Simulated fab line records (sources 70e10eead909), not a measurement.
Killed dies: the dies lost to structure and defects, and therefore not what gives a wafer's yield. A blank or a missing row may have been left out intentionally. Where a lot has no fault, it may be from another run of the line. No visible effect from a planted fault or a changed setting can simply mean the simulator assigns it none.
Chamber matching	flow nand-harc	rie-diel-11 running NHARC_P_BONDPAD_ETCH_37: 4 sister chambers
The step etches the open film in N2/H2, target depth 60 nm, overetch 18 nm, time 65.91 s. 15 wafers are shown with their chamber, then 7 later ones without.

## EACH WAFER AND ITS CHAMBER
wafer	chamber	drypump-motor-current-A (A)	rf-vpp-V (V)	oes-product-au (a.u.)
L380.2	1	6.3	432.3	0.994
L380.3	2	5.1	434.4	1.010
L380.5	1	6.3	432.0	1.001
L381.3	1	6.3	432.7	0.991
L381.4	2	5.1	434.4	1.003
L381.5	1	6.3	432.5	0.989
L382.4	0	5.5	429.5	0.990
L382.5	2	5.0	436.5	0.999
L382.6	3	5.8	429.1	0.995
L385.1	1	6.3	433.3	0.992
L385.2	2	5.1	433.9	1.004
L385.5	0	5.5	430.2	0.993
L393.2	2	5.1	433.3	1.010
L393.5	3	5.8	429.0	1.004
L392.3	1	6.3	433.3	1.000

SIGNATURES (means of the wafers above)
reading	chamber 0	chamber 1	chamber 2	chamber 3	scatter within a chamber
drypump-motor-current-A	5.500	6.300	5.080	5.800	0.027
rf-vpp-V	429.850	432.683	434.500	429.050	0.825
oes-product-au	0.99150	0.99450	1.00520	0.99950	0.00484
Rule: a wafer lies at a distance from a chamber equal to the root of the sum of squares, over the readings, of (its reading less the chamber's mean, divided by the reading's scatter). If the next closest chamber is less than 2 further off than the closest, the wafer can't be placed; otherwise it belongs to the closest. How the scatter is found: for the shown wafers, subtract from each reading the mean of its chamber, square and add these, divide the total by (wafers less chambers), then take the root.

## WAFERS WITH NO CHAMBER GIVEN
wafer	drypump-motor-current-A (A)	rf-vpp-V (V)	oes-product-au (a.u.)
L392.5	6.3	431.9	1.004
L400.1	5.1	433.6	1.008
L400.3	5.5	430.7	0.991
L400.6	5.5	429.5	0.986
L401.3	6.3	433.7	1.003
L401.4	5.5	429.9	0.993
L401.5	5.1	435.2	0.995

## WHICH CHAMBER EACH ONE RAN IN
wafer	from the rows above	in truth
L392.5	1	1
L400.1	2	2
L400.3	0	0
L400.6	0	0
L401.3	1	1
L401.4	0	0
L401.5	2	2
7 of 7 placed correctly. Left unplaced by these rows: 0. Number placed wrongly: 0.
